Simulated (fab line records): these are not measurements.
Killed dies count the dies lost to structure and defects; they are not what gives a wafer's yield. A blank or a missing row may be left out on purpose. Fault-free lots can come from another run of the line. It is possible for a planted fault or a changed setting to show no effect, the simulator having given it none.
fab line records ; flow n5_finfet
record: lots: 24; wafers: 72; last_day: 18
route steps=1938 shown BEOL_M6@1229
lots with no fault: from the same line, run without faults
start_h: hours from the record's first day to the start of the lot's first wafer shown ; wait_h: time in hours since the lot's previous step ; " the same as in the row above ; L1.1+2: one row covering several wafers at once ; - no value, or no start given ; * or withheld: withheld ; < > ~ a bound
route shown NAME@n: names a module that has steps shown in the file, with the first one's number in the route ; usual: the fault-free wafers' mean and standard deviation ; same: alike in all rows ; chamber/n: place in a boat ; sites: the reading at each site ; _std_site: how widely they spread, as a standard deviation ; _edge_site: inner sites' mean taken away from outer sites' mean ; radius_mm: for every site, how far away it sits from the centre of the wafer ; mask NAME#n: copy n ; behind: the most recent tool/chamber to have shaped the wafer ; hold: the reason the lot was held/the length of the hold in hours/how it ended ; device: names the non-switching transistor (n, p or np) ; end of line: the tests these same wafers got at the end of their route ; step lacking rows: just its recipe ; killed: not the wafer's yield, but the dies lost to structure and defects at the first sort ; map: dies across one wafer; x = killed, . = not, _ = none there
set.NAME: setting as actually run; set.NAME@STEP: the setting as run at that earlier step ; model.NAME: the simulator's own value behind a step, which no gauge read
one table for each step of the route and one row for each wafer, over a sample of lots
services: when a tool's chamber went out of use (start_h, in hours from the record's first day, below 0 if earlier), for how many hours, and the reason
== steps ==
step: N5_BEOL_M6_INSPECT_30
recipe: mode: adi; inspect_instrument: brightfield
usual: raw_defect_count: 405/84
lot.wafer;tool;chamber;start_h;wait_h;raw_defect_count
L074.4;defect_inspect-02;-;197.76;0.0;488
L074.5;defect_inspect-02;-;197.76;0.0;421
L074.6;defect_inspect-02;-;197.76;0.0;573
L075.2;defect_inspect-02;-;202.35;0.4;456
L075.4;defect_inspect-02;-;202.35;0.4;561
L075.6;defect_inspect-02;-;202.35;0.4;620
L077.1;defect_inspect-02;-;204.97;0.1;375
L077.2;defect_inspect-02;-;204.97;0.1;447
L077.5;defect_inspect-02;-;204.97;0.1;335
L076.2;defect_inspect-02;-;205.14;0.0;463
L076.3;defect_inspect-02;-;205.14;0.0;395
L076.5;defect_inspect-02;-;205.14;0.0;372
L078.2;defect_inspect-01;-;228.78;0.0;215
L078.5;defect_inspect-01;-;228.78;0.0;259
L078.6;defect_inspect-01;-;228.78;0.0;322
L079.3;defect_inspect-02;-;232.11;0.0;384
L079.4;defect_inspect-02;-;232.11;0.0;467
L079.5;defect_inspect-02;-;232.11;0.0;396
L080.2;defect_inspect-02;-;239.16;0.0;415
L080.5;defect_inspect-02;-;239.16;0.0;540
L080.6;defect_inspect-02;-;239.16;0.0;451
L081.2;defect_inspect-01;-;239.33;0.0;424
L081.4;defect_inspect-01;-;239.33;0.0;307
L081.5;defect_inspect-01;-;239.33;0.0;404
L082.1;defect_inspect-01;-;243.58;0.1;523
L082.3;defect_inspect-01;-;243.58;0.1;256
L082.5;defect_inspect-01;-;243.58;0.1;470
L085.1;defect_inspect-02;-;257.59;0.1;451
L085.2;defect_inspect-02;-;257.59;0.1;311
L085.6;defect_inspect-02;-;257.59;0.1;347
L083.1;defect_inspect-01;-;261.40;0.1;396
L083.3;defect_inspect-01;-;261.40;0.1;312
L083.4;defect_inspect-01;-;261.40;0.1;360
L087.3;defect_inspect-01;-;264.33;0.0;369
L087.4;defect_inspect-01;-;264.33;0.0;464
L087.5;defect_inspect-01;-;264.33;0.0;487
L084.2;defect_inspect-01;-;264.50;0.0;336
L084.4;defect_inspect-01;-;264.50;0.0;330
L084.6;defect_inspect-01;-;264.50;0.0;447
L086.3;defect_inspect-01;-;268.65;0.0;225
L086.4;defect_inspect-01;-;268.65;0.0;208
L086.5;defect_inspect-01;-;268.65;0.0;345
L088.2;defect_inspect-01;-;273.35;0.0;270
L088.4;defect_inspect-01;-;273.35;0.0;391
L088.5;defect_inspect-01;-;273.35;0.0;286
L089.2;defect_inspect-02;-;280.83;0.0;410
L089.3;defect_inspect-02;-;280.83;0.0;415
L089.5;defect_inspect-02;-;280.83;0.0;525
L090.3;defect_inspect-02;-;298.36;0.0;312
L090.4;defect_inspect-02;-;298.36;0.0;442
L090.5;defect_inspect-02;-;298.36;0.0;311
L092.1;defect_inspect-01;-;305.63;0.1;407
L092.2;defect_inspect-01;-;305.63;0.1;368
L092.3;defect_inspect-01;-;305.63;0.1;513
L091.1;defect_inspect-01;-;305.67;0.1;381
L091.2;defect_inspect-01;-;305.67;0.1;346
L091.3;defect_inspect-01;-;305.67;0.1;452
L093.2;defect_inspect-01;-;312.79;0.0;480
L093.3;defect_inspect-01;-;312.79;0.0;336
L093.4;defect_inspect-01;-;312.79;0.0;554
L094.1;defect_inspect-02;-;322.82;0.1;390
L094.5;defect_inspect-02;-;322.82;0.1;500
L094.6;defect_inspect-02;-;322.82;0.1;499
L097.2;defect_inspect-01;-;328.36;0.0;417
L097.4;defect_inspect-01;-;328.36;0.0;489
L097.5;defect_inspect-01;-;328.36;0.0;346
L096.1;defect_inspect-01;-;331.17;0.1;284
L096.2;defect_inspect-01;-;331.17;0.1;353
L096.4;defect_inspect-01;-;331.17;0.1;288
L095.2;defect_inspect-02;-;331.37;0.0;438
L095.3;defect_inspect-02;-;331.37;0.0;497
L095.4;defect_inspect-02;-;331.37;0.0;413
step: N5_BEOL_M6_VIA_ETCH_34
recipe: chemistry: C4F6/O2; target: SiCOH_lowk; target_depth_a: 1263; mask_material: SOC; taper_deg: 4; time_s: 50.9; ion_energy_ev: 250; pressure_mtorr: 30; source_w: 345; bias_w: 185; Ar_flow_sccm: 300; C4F6_flow_sccm: 10; O2_flow_sccm: 10
usual: drypump_motor_current_A: 5.7/0.48; oes_product_au: 0.79/0.051; rf_vpp_V: 667/13; showerhead_plenum_p_Torr: 2.85/0.073; throttle_valve_pct: 20.81/0.28
lot.wafer;tool;chamber;start_h;wait_h;drypump_motor_current_A;oes_product_au;rf_hours_counter_h;rf_vpp_V;showerhead_plenum_p_Torr;throttle_valve_pct
L074.4;rie_diel-06;3;197.97;0.0;6.6;0.78;97;666;2.88;21.09
L074.5;rie_diel-06;2;197.97;0.0;5.4;0.79;-;666;2.77;20.92
L074.6;rie_diel-06;3;197.97;0.0;6.6;0.79;-;666;2.88;21.11
L075.2;rie_diel-03;3;202.56;0.0;6.0;0.75;139;658;2.84;20.59
L075.4;rie_diel-03;2;202.56;0.0;5.6;0.87;38;659;2.90;20.53
L075.6;rie_diel-03;3;202.56;0.0;6.0;0.74;-;658;2.84;20.59
L077.1;rie_diel-03;3;205.18;0.0;6.0;0.75;141;659;2.84;20.61
L077.2;rie_diel-03;1;205.18;0.0;6.1;0.87;50;690;2.91;20.70
L077.5;rie_diel-03;2;205.18;0.0;5.6;0.86;-;658;2.90;20.53
L076.2;rie_diel-02;2;205.96;0.0;5.1;0.89;37;639;2.78;21.07
L076.3;rie_diel-02;1;205.96;0.0;5.0;0.83;47;664;2.81;21.08
L076.5;rie_diel-02;2;205.96;0.0;5.1;0.89;-;638;2.78;21.08
L078.2;rie_diel-06;0;228.99;0.0;6.2;0.84;53;654;2.80;21.08
L078.5;rie_diel-06;3;228.99;0.0;6.6;0.77;-;665;2.88;21.12
L078.6;rie_diel-06;0;228.99;0.0;6.2;0.84;-;653;2.80;21.09
L079.3;rie_diel-02;0;232.39;0.0;5.4;0.71;173;660;2.84;21.13
L079.4;rie_diel-02;1;232.39;0.0;5.1;0.82;57;666;2.80;21.09
L079.5;rie_diel-02;1;232.39;0.0;5.0;0.82;-;664;2.80;21.08
L080.2;rie_diel-03;2;239.39;0.0;5.6;0.84;51;659;2.89;20.54
L080.5;rie_diel-03;2;239.39;0.0;5.6;0.84;-;658;2.89;20.55
L080.6;rie_diel-03;3;239.39;0.0;6.0;0.74;-;658;2.83;20.60
L081.2;rie_diel-02;1;239.62;0.0;5.0;0.82;60;665;2.80;21.08
L081.4;rie_diel-02;3;239.62;0.0;5.4;0.74;167;660;2.95;20.94
L081.5;rie_diel-02;0;239.62;0.0;5.4;0.70;-;660;2.84;21.14
L082.1;rie_diel-02;1;243.80;0.0;5.0;0.82;61;664;2.80;21.10
L082.3;rie_diel-02;0;243.80;0.0;5.4;0.71;177;661;2.84;21.15
L082.5;rie_diel-02;1;243.80;0.0;5.0;0.82;-;664;2.80;21.09
L085.1;rie_diel-06;3;257.80;0.0;6.6;0.77;116;667;2.87;21.13
L085.2;rie_diel-06;1;257.80;0.0;4.8;0.71;190;687;2.71;21.04
L085.6;rie_diel-06;1;257.80;0.0;4.9;0.72;-;688;2.71;21.03
L083.1;rie_diel-03;2;261.61;0.0;5.6;0.83;59;658;2.89;20.55
L083.3;rie_diel-03;0;261.61;0.0;5.5;0.81;99;678;2.97;20.34
L083.4;rie_diel-03;3;261.61;0.0;6.0;0.74;161;659;2.83;20.62
L087.3;rie_diel-03;0;264.54;0.0;5.5;0.79;100;679;2.97;20.32
L087.4;rie_diel-03;2;264.54;0.0;5.6;0.82;60;659;2.89;20.55
L087.5;rie_diel-03;0;264.54;0.0;5.5;0.79;-;676;2.97;20.32
L084.2;rie_diel-06;1;264.71;0.0;4.8;0.72;193;688;2.71;21.03
L084.4;rie_diel-06;2;264.71;0.0;5.4;0.78;125;666;2.76;20.94
L084.6;rie_diel-06;1;264.71;0.0;4.8;0.72;-;687;2.71;21.03
L086.3;rie_diel-03;2;268.86;0.0;5.6;0.82;61;658;2.89;20.57
L086.4;rie_diel-03;1;268.86;0.0;6.1;0.84;71;689;2.90;20.71
L086.5;rie_diel-03;0;268.86;0.0;5.5;0.79;-;677;2.97;20.33
L088.2;rie_diel-03;0;273.56;0.0;5.5;0.79;104;678;2.96;20.33
L088.4;rie_diel-03;2;273.56;0.0;5.6;0.83;63;658;2.89;20.56
L088.5;rie_diel-03;0;273.56;0.0;5.5;0.79;-;679;2.96;20.34
L089.2;rie_diel-03;1;281.04;0.0;6.1;0.84;76;689;2.90;20.75
L089.3;rie_diel-03;0;281.04;0.0;5.5;0.79;107;677;2.96;20.35
L089.5;rie_diel-03;3;281.04;0.0;6.0;0.73;-;658;2.82;20.63
L090.3;rie_diel-03;2;298.77;0.0;5.6;0.81;72;657;2.89;20.57
L090.4;rie_diel-03;3;298.77;0.0;6.0;0.73;174;656;2.82;20.65
L090.5;rie_diel-03;0;298.77;0.0;5.5;0.78;-;678;2.96;20.33
L092.1;rie_diel-06;1;305.86;0.0;4.8;0.71;206;687;2.71;21.06
L092.2;rie_diel-06;0;305.86;0.0;6.2;0.81;78;655;2.78;21.12
L092.3;rie_diel-06;2;305.86;0.0;5.4;0.76;137;664;2.75;20.98
L091.1;rie_diel-03;3;305.92;0.0;6.0;0.73;176;657;2.82;20.65
L091.2;rie_diel-03;2;305.92;0.0;5.6;0.81;74;659;2.88;20.57
L091.3;rie_diel-03;1;305.92;0.0;6.1;0.84;84;689;2.89;20.75
L093.2;rie_diel-02;1;313.00;0.0;5.1;0.78;87;664;2.79;21.13
L093.3;rie_diel-02;0;313.00;0.0;5.4;0.69;201;660;2.83;21.16
L093.4;rie_diel-02;2;313.00;0.0;5.2;0.83;75;637;2.77;21.12
L094.1;rie_diel-03;0;323.05;0.0;5.4;0.79;123;677;2.96;20.36
L094.5;rie_diel-03;0;323.05;0.0;5.5;0.79;-;676;2.96;20.37
L094.6;rie_diel-03;3;323.05;0.0;6.0;0.72;-;657;2.82;20.65
L097.2;rie_diel-06;1;328.57;0.0;4.8;0.70;215;686;2.70;21.08
L097.4;rie_diel-06;2;328.57;0.0;5.4;0.76;145;664;2.75;20.99
L097.5;rie_diel-06;3;328.57;0.0;6.6;0.74;-;668;2.86;21.18
L096.1;rie_diel-03;0;332.01;0.0;5.5;0.78;126;678;2.95;20.38
L096.2;rie_diel-03;1;332.01;0.0;6.1;0.81;94;687;2.89;20.75
L096.4;rie_diel-03;2;332.01;0.0;5.6;0.81;84;658;2.88;20.58
L095.2;rie_diel-06;1;332.66;0.0;4.8;0.70;217;686;2.70;21.07
L095.3;rie_diel-06;3;332.66;0.0;6.6;0.75;140;666;2.86;21.17
L095.4;rie_diel-06;2;332.66;0.0;5.4;0.76;147;665;2.75;20.98
step: N5_BEOL_M6_OCD_MEAS_38
usual: trench_depth_nm: 93.4/1.7
lot.wafer;tool;chamber;start_h;wait_h;trench_depth_nm
L074.4;ocd-02;-;198.22;-;95.2
L074.5;ocd-02;-;198.22;-;91.0
L074.6;ocd-02;-;198.22;-;94.4
L075.2;ocd-02;-;202.82;-;95.3
L075.4;ocd-02;-;202.82;-;96.0
L075.6;ocd-02;-;202.82;-;95.5
L077.1;ocd-02;-;205.43;-;95.1
L077.2;ocd-02;-;205.43;-;93.4
L077.5;ocd-02;-;205.43;-;95.1
L076.2;ocd-02;-;206.22;-;93.5
L076.3;ocd-02;-;206.22;-;90.9
L076.5;ocd-02;-;206.22;-;93.4
L078.2;ocd-02;-;229.24;-;92.3
L078.5;ocd-02;-;229.24;-;93.7
L078.6;ocd-02;-;229.24;-;93.8
L079.3;ocd-02;-;232.64;-;90.5
L079.4;ocd-02;-;232.64;-;91.1
L079.5;ocd-02;-;232.64;-;91.0
L080.2;ocd-02;-;239.64;-;94.5
L080.5;ocd-02;-;239.64;-;95.6
L080.6;ocd-02;-;239.64;-;96.0
L081.2;ocd-02;-;239.87;-;93.1
L081.4;ocd-02;-;239.87;-;93.4
L081.5;ocd-02;-;239.87;-;91.8
L082.1;ocd-02;-;244.05;-;91.3
L082.3;ocd-02;-;244.05;-;90.1
L082.5;ocd-02;-;244.05;-;90.7
L085.1;ocd-02;-;258.05;-;94.8
L085.2;ocd-02;-;258.05;-;94.3
L085.6;ocd-02;-;258.05;-;93.0
L083.1;ocd-02;-;261.86;-;95.0
L083.3;ocd-02;-;261.86;-;94.8
L083.4;ocd-02;-;261.86;-;95.0
L087.3;ocd-02;-;264.79;-;93.9
L087.4;ocd-02;-;264.79;-;95.3
L087.5;ocd-02;-;264.79;-;94.4
L084.2;ocd-02;-;264.96;-;92.9
L084.4;ocd-02;-;264.96;-;90.6
L084.6;ocd-02;-;264.96;-;93.6
L086.3;ocd-02;-;269.11;-;95.5
L086.4;ocd-02;-;269.11;-;92.2
L086.5;ocd-02;-;269.11;-;93.4
L088.2;ocd-02;-;273.81;-;93.9
L088.4;ocd-02;-;273.81;-;94.9
L088.5;ocd-02;-;273.81;-;93.8
L089.2;ocd-02;-;281.29;-;92.0
L089.3;ocd-02;-;281.29;-;94.3
L089.5;ocd-02;-;281.29;-;95.3
L090.3;ocd-02;-;299.02;-;93.8
L090.4;ocd-02;-;299.02;-;96.0
L090.5;ocd-02;-;299.02;-;93.9
L092.1;ocd-01;-;306.11;-;93.8
L092.2;ocd-01;-;306.11;-;94.7
L092.3;ocd-01;-;306.11;-;90.5
L091.1;ocd-01;-;306.16;-;95.0
L091.2;ocd-01;-;306.16;-;94.7
L091.3;ocd-01;-;306.16;-;93.9
L093.2;ocd-01;-;313.25;-;90.4
L093.3;ocd-01;-;313.25;-;91.9
L093.4;ocd-01;-;313.25;-;94.5
L094.1;ocd-02;-;323.29;-;94.5
L094.5;ocd-02;-;323.29;-;95.4
L094.6;ocd-02;-;323.29;-;95.6
L097.2;ocd-02;-;328.82;-;94.5
L097.4;ocd-02;-;328.82;-;90.3
L097.5;ocd-02;-;328.82;-;94.0
L096.1;ocd-01;-;332.25;-;94.9
L096.2;ocd-01;-;332.25;-;91.0
L096.4;ocd-01;-;332.25;-;94.5
L095.2;ocd-01;-;332.90;-;93.2
L095.3;ocd-01;-;332.90;-;93.7
L095.4;ocd-01;-;332.90;-;90.8
step: N5_BEOL_M6_DEGAS_44
recipe: ambient: vacuum; temp_c: 250; time_s: 60
usual: heater_power_w: 342/39
lot.wafer;tool;chamber;start_h;wait_h;heater_power_w
L074.4;pvd_sputter-02;-;199.66;0.4;281
L074.5;pvd_sputter-02;-;199.66;0.4;369
L074.6;pvd_sputter-02;-;199.66;0.4;427
L075.2;pvd_sputter-03;-;203.64;0.4;364
L075.4;pvd_sputter-03;-;203.64;0.4;357
L075.6;pvd_sputter-03;-;203.64;0.4;358
L077.1;pvd_sputter-03;-;206.32;0.6;296
L077.2;pvd_sputter-03;-;206.32;0.6;353
L077.5;pvd_sputter-03;-;206.32;0.6;359
L076.2;pvd_sputter-02;-;206.93;0.4;273
L076.3;pvd_sputter-02;-;206.93;0.4;356
L076.5;pvd_sputter-02;-;206.93;0.4;429
L078.2;pvd_sputter-02;-;230.25;0.5;431
L078.5;pvd_sputter-02;-;230.25;0.5;373
L078.6;pvd_sputter-02;-;230.25;0.5;428
L079.3;pvd_sputter-01;-;233.30;0.2;357
L079.4;pvd_sputter-01;-;233.30;0.2;311
L079.5;pvd_sputter-01;-;233.30;0.2;352
L080.2;pvd_sputter-03;-;240.42;0.5;358
L080.5;pvd_sputter-03;-;240.42;0.5;310
L080.6;pvd_sputter-03;-;240.42;0.5;299
L081.2;pvd_sputter-01;-;240.54;0.2;338
L081.4;pvd_sputter-01;-;240.54;0.2;355
L081.5;pvd_sputter-01;-;240.54;0.2;323
L082.1;pvd_sputter-02;-;244.81;0.4;423
L082.3;pvd_sputter-02;-;244.81;0.4;310
L082.5;pvd_sputter-02;-;244.81;0.4;422
L085.1;pvd_sputter-02;-;258.63;0.3;316
L085.2;pvd_sputter-02;-;258.63;0.3;279
L085.6;pvd_sputter-02;-;258.63;0.3;285
L083.1;pvd_sputter-01;-;262.56;0.5;340
L083.3;pvd_sputter-01;-;262.56;0.5;383
L083.4;pvd_sputter-01;-;262.56;0.5;323
L087.3;pvd_sputter-03;-;266.10;0.8;355
L087.4;pvd_sputter-03;-;266.10;0.8;290
L087.5;pvd_sputter-03;-;266.10;0.8;357
L084.2;pvd_sputter-01;-;266.26;0.8;371
L084.4;pvd_sputter-01;-;266.26;0.8;332
L084.6;pvd_sputter-01;-;266.26;0.8;339
L086.3;pvd_sputter-03;-;269.88;0.4;303
L086.4;pvd_sputter-03;-;269.88;0.4;356
L086.5;pvd_sputter-03;-;269.88;0.4;349
L088.2;pvd_sputter-02;-;274.45;0.3;425
L088.4;pvd_sputter-02;-;274.45;0.3;310
L088.5;pvd_sputter-02;-;274.45;0.3;366
L089.2;pvd_sputter-02;-;282.21;0.6;429
L089.3;pvd_sputter-02;-;282.21;0.6;364
L089.5;pvd_sputter-02;-;282.21;0.6;280
L090.3;pvd_sputter-03;-;299.57;0.2;354
L090.4;pvd_sputter-03;-;299.57;0.2;297
L090.5;pvd_sputter-03;-;299.57;0.2;364
L092.1;pvd_sputter-01;-;307.24;0.9;358
L092.2;pvd_sputter-01;-;307.24;0.9;322
L092.3;pvd_sputter-01;-;307.24;0.9;375
L091.1;pvd_sputter-03;-;307.25;0.6;354
L091.2;pvd_sputter-03;-;307.25;0.6;308
L091.3;pvd_sputter-03;-;307.25;0.6;301
L093.2;pvd_sputter-03;-;313.79;0.3;358
L093.3;pvd_sputter-03;-;313.79;0.3;292
L093.4;pvd_sputter-03;-;313.79;0.3;362
L094.1;pvd_sputter-03;-;324.26;0.7;347
L094.5;pvd_sputter-03;-;324.26;0.7;294
L094.6;pvd_sputter-03;-;324.26;0.7;354
L097.2;pvd_sputter-02;-;329.58;0.5;420
L097.4;pvd_sputter-02;-;329.58;0.5;279
L097.5;pvd_sputter-02;-;329.58;0.5;315
L096.1;pvd_sputter-01;-;332.94;0.4;318
L096.2;pvd_sputter-01;-;332.94;0.4;349
L096.4;pvd_sputter-01;-;332.94;0.4;350
L095.2;pvd_sputter-01;-;334.86;1.7;324
L095.3;pvd_sputter-01;-;334.86;1.7;386
L095.4;pvd_sputter-01;-;334.86;1.7;330
step: N5_BEOL_M6_SURFACE_TREAT_79
recipe: gas: Ar; time_s: *; ion_energy_ev: *; ion_current_ma_cm2: 0.5; pressure_mtorr: *; ar_flow_sccm: 30
usual: throttle_valve_pct: *
lot.wafer;tool;chamber;start_h;wait_h;throttle_valve_pct
L074.4;pvd_sputter-02;-;200.09;0.2;*
L074.5;pvd_sputter-02;-;200.09;0.2;*
L074.6;pvd_sputter-02;-;200.09;0.2;*
L075.2;pvd_sputter-02;-;205.47;1.6;*
L075.4;pvd_sputter-02;-;205.47;1.6;*
L075.6;pvd_sputter-02;-;205.47;1.6;*
L077.1;pvd_sputter-02;-;206.81;0.3;*
L077.2;pvd_sputter-02;-;206.81;0.3;*
L077.5;pvd_sputter-02;-;206.81;0.3;*
L076.2;pvd_sputter-03;-;208.74;1.3;*
L076.3;pvd_sputter-03;-;208.74;1.3;*
L076.5;pvd_sputter-03;-;208.74;1.3;*
L078.2;pvd_sputter-01;-;232.16;1.7;*
L078.5;pvd_sputter-01;-;232.16;1.7;*
L078.6;pvd_sputter-01;-;232.16;1.7;*
L079.3;pvd_sputter-02;-;233.81;0.3;*
L079.4;pvd_sputter-02;-;233.81;0.3;*
L079.5;pvd_sputter-02;-;233.81;0.3;*
L080.2;pvd_sputter-01;-;240.88;0.2;*
L080.5;pvd_sputter-01;-;240.88;0.2;*
L080.6;pvd_sputter-01;-;240.88;0.2;*
L081.2;pvd_sputter-03;-;241.04;0.2;*
L081.4;pvd_sputter-03;-;241.04;0.2;*
L081.5;pvd_sputter-03;-;241.04;0.2;*
L082.1;pvd_sputter-01;-;245.29;0.2;*
L082.3;pvd_sputter-01;-;245.29;0.2;*
L082.5;pvd_sputter-01;-;245.29;0.2;*
L085.1;pvd_sputter-03;-;259.07;0.2;*
L085.2;pvd_sputter-03;-;259.07;0.2;*
L085.6;pvd_sputter-03;-;259.07;0.2;*
L083.1;pvd_sputter-01;-;263.00;0.2;*
L083.3;pvd_sputter-01;-;263.00;0.2;*
L083.4;pvd_sputter-01;-;263.00;0.2;*
L087.3;pvd_sputter-01;-;266.54;0.2;*
L087.4;pvd_sputter-01;-;266.54;0.2;*
L087.5;pvd_sputter-01;-;266.54;0.2;*
L084.2;pvd_sputter-01;-;266.68;0.2;*
L084.4;pvd_sputter-01;-;266.68;0.2;*
L084.6;pvd_sputter-01;-;266.68;0.2;*
L086.3;pvd_sputter-01;-;270.36;0.2;*
L086.4;pvd_sputter-01;-;270.36;0.2;*
L086.5;pvd_sputter-01;-;270.36;0.2;*
L088.2;pvd_sputter-01;-;274.97;0.3;*
L088.4;pvd_sputter-01;-;274.97;0.3;*
L088.5;pvd_sputter-01;-;274.97;0.3;*
L089.2;pvd_sputter-01;-;283.06;0.6;*
L089.3;pvd_sputter-01;-;283.06;0.6;*
L089.5;pvd_sputter-01;-;283.06;0.6;*
L090.3;pvd_sputter-01;-;300.00;0.2;*
L090.4;pvd_sputter-01;-;300.00;0.2;*
L090.5;pvd_sputter-01;-;300.00;0.2;*
L092.1;pvd_sputter-02;-;307.83;0.4;*
L092.2;pvd_sputter-02;-;307.83;0.4;*
L092.3;pvd_sputter-02;-;307.83;0.4;*
L091.1;pvd_sputter-03;-;307.83;0.3;*
L091.2;pvd_sputter-03;-;307.83;0.3;*
L091.3;pvd_sputter-03;-;307.83;0.3;*
L093.2;pvd_sputter-03;-;314.21;0.2;*
L093.3;pvd_sputter-03;-;314.21;0.2;*
L093.4;pvd_sputter-03;-;314.21;0.2;*
L094.1;pvd_sputter-03;-;324.72;0.2;*
L094.5;pvd_sputter-03;-;324.72;0.2;*
L094.6;pvd_sputter-03;-;324.72;0.2;*
L097.2;pvd_sputter-03;-;330.00;0.2;*
L097.4;pvd_sputter-03;-;330.00;0.2;*
L097.5;pvd_sputter-03;-;330.00;0.2;*
L096.1;pvd_sputter-02;-;334.68;1.5;*
L096.2;pvd_sputter-02;-;334.68;1.5;*
L096.4;pvd_sputter-02;-;334.68;1.5;*
L095.2;pvd_sputter-02;-;335.26;0.2;*
L095.3;pvd_sputter-02;-;335.26;0.2;*
L095.4;pvd_sputter-02;-;335.26;0.2;*
step: N5_BEOL_M6_THK_MEAS_53
recipe: thk_meas_gauge: xrf; reads: Cu_of_BEOL_M6_ECD_50
usual: M6_THK: 80.4/2.1
lot.wafer;tool;chamber;start_h;wait_h;M6_THK[nm]
L074.4;film_metro-02;-;202.55;-;83.7
L074.5;film_metro-02;-;202.55;-;77.4
L074.6;film_metro-02;-;202.55;-;82.1
L075.2;film_metro-02;-;206.60;-;83.0
L075.4;film_metro-02;-;206.60;-;84.6
L075.6;film_metro-02;-;206.60;-;81.4
L077.1;film_metro-01;-;209.89;-;82.5
L077.2;film_metro-01;-;209.89;-;81.3
L077.5;film_metro-01;-;209.89;-;83.5
L076.2;film_metro-02;-;210.35;-;80.3
L076.3;film_metro-02;-;210.35;-;77.3
L076.5;film_metro-02;-;210.35;-;82.2
L078.2;film_metro-02;-;233.57;-;79.1
L078.5;film_metro-02;-;233.57;-;82.0
L078.6;film_metro-02;-;233.57;-;81.4
L079.3;film_metro-02;-;235.35;-;78.4
L079.4;film_metro-02;-;235.35;-;78.0
L079.5;film_metro-02;-;235.35;-;76.6
L080.2;film_metro-02;-;242.47;-;80.9
L080.5;film_metro-02;-;242.47;-;81.5
L080.6;film_metro-02;-;242.47;-;82.8
L081.2;film_metro-02;-;243.34;-;80.4
L081.4;film_metro-02;-;243.34;-;81.0
L081.5;film_metro-02;-;243.34;-;79.0
L082.1;film_metro-01;-;247.82;-;79.7
L082.3;film_metro-01;-;247.82;-;76.4
L082.5;film_metro-01;-;247.82;-;75.6
L085.1;film_metro-02;-;261.77;-;82.6
L085.2;film_metro-02;-;261.77;-;79.7
L085.6;film_metro-02;-;261.77;-;79.6
L083.1;film_metro-02;-;264.16;-;84.2
L083.3;film_metro-02;-;264.16;-;83.9
L083.4;film_metro-02;-;264.16;-;83.7
L087.3;film_metro-02;-;267.54;-;81.0
L087.4;film_metro-02;-;267.54;-;83.4
L087.5;film_metro-02;-;267.54;-;80.9
L084.2;film_metro-01;-;267.82;-;77.6
L084.4;film_metro-01;-;267.82;-;75.1
L084.6;film_metro-01;-;267.82;-;80.2
L086.3;film_metro-02;-;271.56;-;82.2
L086.4;film_metro-02;-;271.56;-;78.5
L086.5;film_metro-02;-;271.56;-;80.7
L088.2;film_metro-02;-;276.02;-;80.1
L088.4;film_metro-02;-;276.02;-;83.5
L088.5;film_metro-02;-;276.02;-;81.3
L089.2;film_metro-02;-;284.30;-;77.7
L089.3;film_metro-02;-;284.30;-;81.4
L089.5;film_metro-02;-;284.30;-;81.2
L090.3;film_metro-01;-;301.77;-;80.0
L090.4;film_metro-01;-;301.77;-;80.8
L090.5;film_metro-01;-;301.77;-;79.9
L091.1;film_metro-02;-;309.05;-;82.1
L091.2;film_metro-02;-;309.05;-;83.2
L091.3;film_metro-02;-;309.05;-;84.1
L092.1;film_metro-02;-;309.32;-;81.4
L092.2;film_metro-02;-;309.32;-;81.4
L092.3;film_metro-02;-;309.32;-;77.3
L093.2;film_metro-02;-;315.66;-;79.2
L093.3;film_metro-02;-;315.66;-;79.9
L093.4;film_metro-02;-;315.66;-;80.8
L094.1;film_metro-02;-;326.33;-;81.0
L094.5;film_metro-02;-;326.33;-;79.7
L094.6;film_metro-02;-;326.33;-;80.6
L097.2;film_metro-02;-;331.98;-;81.3
L097.4;film_metro-02;-;331.98;-;77.0
L097.5;film_metro-02;-;331.98;-;81.6
L096.1;film_metro-01;-;336.08;-;81.9
L096.2;film_metro-01;-;336.08;-;78.8
L096.4;film_metro-01;-;336.08;-;81.6
L095.2;film_metro-01;-;336.35;-;80.0
L095.3;film_metro-01;-;336.35;-;83.0
L095.4;film_metro-01;-;336.35;-;77.5
== services ==
tool;chamber;start_h;hours;kind
rie_diel-06;3;237.05;5.0;repair
pvd_sputter-02;-;288.76;8.9;repair
rie_diel-03;3;307.60;7.1;repair
pvd_sputter-01;-;326.48;1.0;repair
== key ==
fault none
